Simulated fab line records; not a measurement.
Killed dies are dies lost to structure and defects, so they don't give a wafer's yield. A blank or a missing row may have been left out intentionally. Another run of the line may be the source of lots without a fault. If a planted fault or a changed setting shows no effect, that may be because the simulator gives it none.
fab line records	flow nandHarc
record lots=5	wafers=14	lastDay=32
route steps=1302 shown A_STAIRCASE@701 END@1302
lots with no fault: from the same line, run without faults
startH: start of the lot's first displayed wafer, in hours after the record's first day	waitH: hours elapsed since this lot's preceding step	" the same as in the row above	L1.1+2: one row covering several wafers at once	- no value, or no start was given	* or withheld: withheld	< > ~ a bound
route shown NAME@n: a module of which the file shows steps, and the number in the route of the first	usual: the fault-free wafers' mean and standard deviation	same: alike in all rows	chamber/n: place in a boat	sites: each site's reading	_std_site: how widely they spread, as a standard deviation	_edge_site: mean of outer sites minus mean of inner sites	radiusMm: how far each site lies from the wafer's centre	mask NAME#n: copy n	behind: the last tool/chamber to shape the wafer	hold: what put the lot on hold/how long, in hours/how the hold closed	device: whichever transistor did not switch (one of n, p or np)	end of line: the tests these same wafers got at the end of their route	a step with no rows: only its recipe	killed: at the first sort, the dies lost to defects and structure; wafer yield is something else	map: a wafer's dies, marking killed ones x, the rest . and places with no die _
set.NAME: the run value of the setting; set.NAME@STEP: its run value at that earlier step	model.NAME: the simulator's own value behind a step, which no gauge read
lots at selected steps of the route; one table per step, one row per wafer
services: when a tool's chamber went out of use (startH, in hours from the record's first day, below 0 if earlier), for how many hours, and the reason
## steps
# step NHARC_A_STAIRCASE_TRIM_187
# recipe timeS=211.2	o2FlowSccm=500	arFlowSccm=0	biasW=0	chemistry=O2
# step NHARC_A_STAIRCASE_ETCH_188
# recipe targetDepthA=1000	timeS=40.5	ionEnergyEv=400	c4f8FlowSccm=20	o2FlowSccm=10	arFlowSccm=withheld	rfW=600	biasW=1000	chemistry=C4F8/O2
# usual oesProductAu=0.948/0.018	rfVppV=895/3.6	runLengthS=61.7/0.49
lot.wafer	tool	chamber	startH	waitH	oesProductAu	rfHoursCounterH	rfVppV	runLengthS
L490.4	rieDiel-04	1	-	-	0.944	4	900	61.1
L490.2	"	3	"	"	0.972	5	895	60.9
L490.5	"	0	"	"	0.973	-	898	61.6
L501.2	rieDiel-04	3	-	-	0.971	38	893	61.3
L501.5	"	3	"	"	0.973	-	893	61.6
L501.6	"	0	"	"	0.979	-	896	61.9
L503.4	rieDiel-12	2	-	-	0.934	13	896	62.7
L503.5	"	0	"	"	0.959	-	890	61.2
L506.3	rieDiel-12	0	-	-	0.962	28	891	61.4
L506.1	"	2	"	"	0.919	31	896	62.2
L506.5	"	0	"	"	0.945	-	890	61.5
L510.3	rieDiel-04	1	-	-	0.953	8	897	61.5
L510.6	"	0	"	"	0.964	-	895	62.0
L510.5	"	1	"	"	0.949	-	899	61.7
# step NHARC_A_STAIRCASE_TRIM_189
# recipe timeS=211.2	o2FlowSccm=500	arFlowSccm=0	biasW=0	chemistry=O2
# usual drypumpMotorCurrentA=5.81/0.23	mfcArSccm=0.008/0.014	oesProductAu=1.003/0.015	rfVppV=57.7/0.82	showerheadPlenumPTorr=3.50/0.11	throttleValvePct=17.036/0.0091
lot.wafer	tool	chamber	startH	waitH	drypumpMotorCurrentA	mfcArSccm	oesProductAu	rfHoursCounterH	rfVppV	showerheadPlenumPTorr	throttleValvePct
L490.4	rieDiel-04	2	-	-	6.22	0.038	1.007	5	57.4	3.71	17.042
L490.2	"	1	"	"	5.62	0.001	1.000	4	56.4	3.62	17.049
L490.5	"	2	"	"	6.20	0.038	1.012	-	58.0	3.71	17.033
L501.2	rieDiel-04	0	-	-	5.93	0	1.013	34	56.3	3.54	17.041
L501.5	"	0	"	"	5.96	0	1.009	-	57.8	3.54	17.030
L501.6	"	1	"	"	5.61	0.001	0.992	-	56.9	3.60	17.050
L503.4	rieDiel-12	0	-	-	5.82	0	1.003	14	59.1	3.39	17.047
L503.5	"	0	"	"	5.85	0	1.004	-	57.8	3.39	17.032
L506.3	rieDiel-12	0	-	-	5.87	0	1.012	28	57.1	3.39	17.040
L506.1	"	1	"	"	5.84	0	1.023	31	56.6	3.51	17.029
L506.5	"	3	"	"	5.60	0	0.971	-	56.6	3.34	17.043
L510.3	rieDiel-04	0	-	-	5.94	0	1.016	10	57.9	3.53	17.044
L510.6	"	3	"	"	5.59	0	1.003	-	57.7	3.45	17.042
L510.5	"	0	"	"	5.89	0	1.031	-	58.5	3.53	17.026
# step NHARC_A_STAIRCASE_ETCH_190
# recipe targetDepthA=1000	timeS=40.5	ionEnergyEv=400	c4f8FlowSccm=20	o2FlowSccm=10	arFlowSccm=withheld	rfW=600	biasW=1000	chemistry=C4F8/O2
# step NHARC_A_STAIRCASE_TRIM_191
# recipe timeS=211.2	o2FlowSccm=500	arFlowSccm=0	biasW=0	chemistry=O2
# usual drypumpMotorCurrentA=5.81/0.23	mfcArSccm=0.009/0.014	oesProductAu=1.002/0.016	rfVppV=57.8/0.84	showerheadPlenumPTorr=3.50/0.11	throttleValvePct=17.036/0.0088
lot.wafer	tool	chamber	startH	waitH	drypumpMotorCurrentA	mfcArSccm	oesProductAu	rfHoursCounterH	rfVppV	showerheadPlenumPTorr	throttleValvePct
L490.2	rieDiel-04	2	-	-	6.23	0.038	1.008	5	59.1	3.71	17.029
L490.4	"	1	"	"	5.60	0.001	0.985	4	57.2	3.62	17.020
L490.5	"	3	"	"	5.54	0	1.013	-	57.9	3.48	17.044
L501.2	rieDiel-04	2	-	-	6.20	0.038	1.014	35	57.6	3.69	17.023
L501.5	"	1	"	"	5.62	0.001	0.994	-	57.9	3.60	17.045
L501.6	"	2	"	"	6.22	0.038	1.018	-	58.9	3.69	17.035
L503.4	rieDiel-12	2	-	-	5.81	0.024	0.974	13	58.6	3.52	17.048
L503.5	"	2	"	"	5.84	0.024	0.981	-	58.0	3.52	17.043
L506.1	rieDiel-12	1	-	-	5.81	0	1.023	32	58.5	3.51	17.028
L506.3	"	2	"	"	5.79	0.024	0.974	31	57.6	3.51	17.044
L506.5	"	3	"	"	5.60	0	0.975	-	56.9	3.34	17.036
L510.3	rieDiel-04	1	-	-	5.59	0.001	1.016	9	56.5	3.59	17.033
L510.6	"	0	"	"	5.92	0	1.020	-	57.5	3.53	17.042
L510.5	"	1	"	"	5.61	0.001	1.021	-	57.7	3.59	17.041
# step NHARC_A_STAIRCASE_ETCH_192
# recipe targetDepthA=1000	timeS=40.5	ionEnergyEv=400	c4f8FlowSccm=20	o2FlowSccm=10	arFlowSccm=withheld	rfW=600	biasW=1000	chemistry=C4F8/O2
# step NHARC_A_STAIRCASE_TRIM_193
# recipe timeS=211.2	o2FlowSccm=500	arFlowSccm=0	biasW=0	chemistry=O2
# usual drypumpMotorCurrentA=5.80/0.23	mfcArSccm=0.009/0.014	oesProductAu=1.001/0.016	rfVppV=57.8/0.84	showerheadPlenumPTorr=3.50/0.1	throttleValvePct=17.036/0.0089
lot.wafer	tool	chamber	startH	waitH	drypumpMotorCurrentA	mfcArSccm	oesProductAu	rfHoursCounterH	rfVppV	showerheadPlenumPTorr	throttleValvePct
L490.2	rieDiel-04	3	-	-	5.55	0	1.014	6	58.9	3.48	17.049
L490.4	"	0	"	"	5.96	0	1.011	4	57.4	3.56	17.032
L490.5	"	0	"	"	5.95	0	1.021	-	57.4	3.56	17.032
L501.2	rieDiel-04	0	-	-	5.94	0	1.007	34	57.9	3.54	17.033
L501.6	"	1	"	"	5.61	0.001	0.990	-	58.6	3.60	17.037
L501.5	"	2	"	"	6.26	0.038	1.001	-	57.6	3.69	17.040
L503.4	rieDiel-12	2	-	-	5.84	0.024	0.986	13	56.9	3.52	17.032
L503.5	"	0	"	"	5.85	0	1.000	-	57.2	3.39	17.045
L506.1	rieDiel-12	0	-	-	5.86	0	1.002	28	56.1	3.39	17.041
L506.3	"	2	"	"	5.78	0.024	0.974	31	58.5	3.51	17.036
L506.5	"	3	"	"	5.59	0	0.967	-	58.3	3.34	17.044
L510.3	rieDiel-04	2	-	-	6.23	0.038	1.014	8	58.3	3.68	17.032
L510.6	"	3	"	"	5.56	0	1.013	-	57.8	3.45	17.029
L510.5	"	0	"	"	5.97	0	1.015	-	57.4	3.53	17.044
# step NHARC_A_STAIRCASE_ETCH_194
# recipe targetDepthA=1000	timeS=40.5	ionEnergyEv=400	c4f8FlowSccm=20	o2FlowSccm=10	arFlowSccm=withheld	rfW=600	biasW=1000	chemistry=C4F8/O2
# step NHARC_A_STAIRCASE_TRIM_196
# recipe timeS=211.2	o2FlowSccm=500	arFlowSccm=0	biasW=0	chemistry=O2
# step NHARC_A_STAIRCASE_ETCH_197
# recipe targetDepthA=1000	timeS=40.5	ionEnergyEv=400	c4f8FlowSccm=20	o2FlowSccm=10	arFlowSccm=withheld	rfW=600	biasW=1000	chemistry=C4F8/O2
# step NHARC_A_STAIRCASE_TRIM_198
# recipe timeS=211.2	o2FlowSccm=500	arFlowSccm=0	biasW=0	chemistry=O2
# usual drypumpMotorCurrentA=5.81/0.24	mfcArSccm=0.009/0.014	oesProductAu=1.002/0.015	rfVppV=57.6/0.89	showerheadPlenumPTorr=3.50/0.11	throttleValvePct=17.037/0.0093
lot.wafer	tool	chamber	startH	waitH	drypumpMotorCurrentA	mfcArSccm	oesProductAu	rfHoursCounterH	rfVppV	showerheadPlenumPTorr	throttleValvePct
L490.4	rieDiel-12	1	-	-	5.85	0	0.999	36	57.1	3.54	17.044
L490.2	"	2	"	"	5.80	0.024	1.002	27	59.1	3.54	17.034
L490.5	"	0	"	"	5.89	0	1.003	-	56.2	3.42	17.038
L501.2	rieDiel-04	3	-	-	5.57	0	1.007	38	57.3	3.46	17.043
L501.5	"	0	"	"	5.99	0	1.028	-	56.6	3.54	17.035
L501.6	"	1	"	"	5.61	0.001	0.993	-	58.3	3.60	17.035
L503.4	rieDiel-12	1	-	-	5.84	0	1.019	15	58.0	3.52	17.048
L503.5	"	0	"	"	5.87	0	1.008	-	57.1	3.39	17.051
L506.1	rieDiel-04	0	-	-	5.92	0	1.001	3	56.9	3.53	17.047
L506.3	"	1	"	"	5.58	0.001	1.003	2	58.3	3.59	17.037
L506.5	"	3	"	"	5.52	0	1.016	-	57.6	3.45	17.043
L510.3	rieDiel-04	1	-	-	5.62	0.001	1.012	9	57.8	3.59	17.027
L510.5	"	2	"	"	6.23	0.038	1.027	-	59.4	3.68	17.047
L510.6	"	3	"	"	5.55	0	1.016	-	58.8	3.45	17.040
# step NHARC_A_STAIRCASE_ETCH_199
# recipe targetDepthA=1000	timeS=40.5	ionEnergyEv=400	c4f8FlowSccm=20	o2FlowSccm=10	arFlowSccm=withheld	rfW=600	biasW=1000	chemistry=C4F8/O2
# usual oesProductAu=0.948/0.017	rfVppV=895/4.1	runLengthS=61.8/0.5
lot.wafer	tool	chamber	startH	waitH	oesProductAu	rfHoursCounterH	rfVppV	runLengthS
L490.4	rieDiel-12	1	374.77	-	0.955	36	896	61.5
L490.2	"	3	"	"	0.927	31	891	62.4
L490.5	"	2	"	"	0.966	-	897	62.5
L501.2	rieDiel-04	0	478.19	-	0.946	34	896	61.9
L501.5	"	0	"	"	0.939	-	896	61.4
L501.6	"	1	"	"	0.939	-	898	61.2
L503.4	rieDiel-12	2	500.41	-	0.930	14	897	63.8
L503.5	"	2	"	"	0.933	-	895	62.2
L506.1	rieDiel-04	3	546.73	-	0.955	2	893	61.1
L506.3	"	0	"	"	0.941	3	897	61.4
L506.5	"	2	"	"	0.968	-	901	62.2
L510.3	rieDiel-04	3	570.46	-	0.972	11	892	61.4
L510.5	"	2	"	"	0.959	-	903	62.3
L510.6	"	3	"	"	0.958	-	892	61.4
# step NHARC_A_STAIRCASE_TRIM_200
# recipe timeS=211.2	o2FlowSccm=500	arFlowSccm=0	biasW=0	chemistry=O2
# step NHARC_END_SORT_01
# recipe tempC=25
# usual killedAtArray=52/19	killedAtOther=1.0/1.2	killedAtPeriphery=4.1/2.8	killedDies=57/19	killedOpen=3.1/1.7	killedShort=2.5/1.5
# same grossDies=677
lot.wafer	tool	chamber	startH	waitH	killedAtArray	killedAtOther	killedAtPeriphery	killedDies	killedOpen	killedShort
L503.4	prober-02	0	696.08	3.4	55	0	1	56	3	2
L503.5	prober-02	0	696.88	3.7	34	0	4	38	3	2
L506.1	prober-01	0	761.31	2.5	28	0	1	29	2	2
L506.3	prober-01	0	762.90	3.1	38	2	1	41	2	2
L506.5	prober-01	0	764.48	3.7	37	1	3	41	3	0
# killed by level:class
L503.4 A_SLIT:chamberFilmFlake=32 A_CHANNEL_HOLE_D2:chamberFilmFlake=9 A_CHANNEL_HOLE_D1:chamberFilmFlake=5 A_STAIRCASE:chamberFilmFlake=2 A_ONON_D1:geometricParticle:short=1 A_ONON_D1:geometricParticle:open=1 A_ONON_D2:geometricParticle:open=1 A_CHANNEL_FILL_D2:geometricParticle:short=1
L503.5 A_SLIT:chamberFilmFlake=12 A_CHANNEL_HOLE_D1:chamberFilmFlake=10 A_CHANNEL_HOLE_D2:chamberFilmFlake=7 A_CONTACT:chamberFilmFlake=2 P_GATE:geometricParticle:open=1 P_M0:geometricParticle:open=1 P_M1:geometricParticle:open=1 A_ONON_D2:geometricParticle:short=1
L506.1 A_SLIT:chamberFilmFlake=8 A_CONTACT:chamberFilmFlake=6 A_CHANNEL_HOLE_D1:chamberFilmFlake=5 A_ZERO_WELL:chamberFilmFlake=2 A_CHANNEL_FILL_D1:chamberFilmFlake=2 A_CHANNEL_FILL_D1:geometricParticle:short=1 A_WL_FILL:geometricParticle:short=1 A_WL_FILL:geometricParticle:open=1
L506.3 A_CHANNEL_HOLE_D1:chamberFilmFlake=18 A_SLIT:chamberFilmFlake=11 A_CONTACT:chamberFilmFlake=3 A_STAIRCASE:chamberFilmFlake=2 THIN_TSV:chamberFilmFlake=2 P_M1:geometricParticle:short=1 A_CHANNEL_HOLE_D1:geometricParticle:open=1 A_DECK1_JOINT:geometricParticle:short=1
L506.5 A_CHANNEL_HOLE_D1:chamberFilmFlake=14 A_SLIT:chamberFilmFlake=8 A_CONTACT:chamberFilmFlake=8 P_STI:chamberFilmFlake=2 A_STAIRCASE:chamberFilmFlake=2 P_CONTACT:geometricParticle:open=1 A_BLC:geometricParticle:open=1 A_M0:geometricParticle:open=1
## services
tool	chamber	startH	hours	kind
rieDiel-04	-	355.26	9.0	pm
rieDiel-04	0	355.26	9.0	ventCycle
rieDiel-04	1	355.26	9.0	ventCycle
rieDiel-04	2	355.26	9.1	ventCycle
rieDiel-04	3	355.26	9.0	ventCycle
rieDiel-04	0	364.26	-	clean
rieDiel-04	1	364.26	-	clean
rieDiel-04	3	364.26	-	clean
rieDiel-04	0	388.76	-	clean
rieDiel-04	1	388.76	-	clean
rieDiel-04	2	388.76	-	clean
rieDiel-04	3	388.76	-	clean
rieDiel-04	0	413.27	-	clean
rieDiel-04	1	413.27	-	clean
rieDiel-04	2	413.27	-	clean
rieDiel-04	3	413.27	-	clean
rieDiel-12	1	436.89	4.7	repair
rieDiel-04	0	437.77	-	clean
rieDiel-04	1	437.77	-	clean
rieDiel-04	2	437.77	-	clean
rieDiel-04	3	437.77	-	clean
rieDiel-12	-	447.69	9.0	pm
rieDiel-04	0	462.27	-	clean
rieDiel-04	-	532.26	9.0	pm
## key
firstSign step=NHARC_A_STAIRCASE_ETCH_199	reading=runLengthS	direction=up	sigmas=4	usual=*	struck=*
effect none on later readings
metAt NHARC_A_STAIRCASE_ETCH_199
struckWafers L503.4
testerLeftOut L503
onsetBetween 374.77 500.41
fault kind=processParameterDrift	tool=rieDiel-12	chamber=-	onsetH=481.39	steps=NHARC_A_STAIRCASE_ETCH_199	channel=timeS	offset=*	shape=step	endH=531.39	scope=struckWafersOnly	actsIn=*	stated=*
# testerLeftOut: of these lots the tester's yield and bins aren't shown, on N5 and GAA mostly nor the transistor test; their killed dies are dies lost to structure and defects alone, not to doping, threshold or leakage, so they don't give the yield
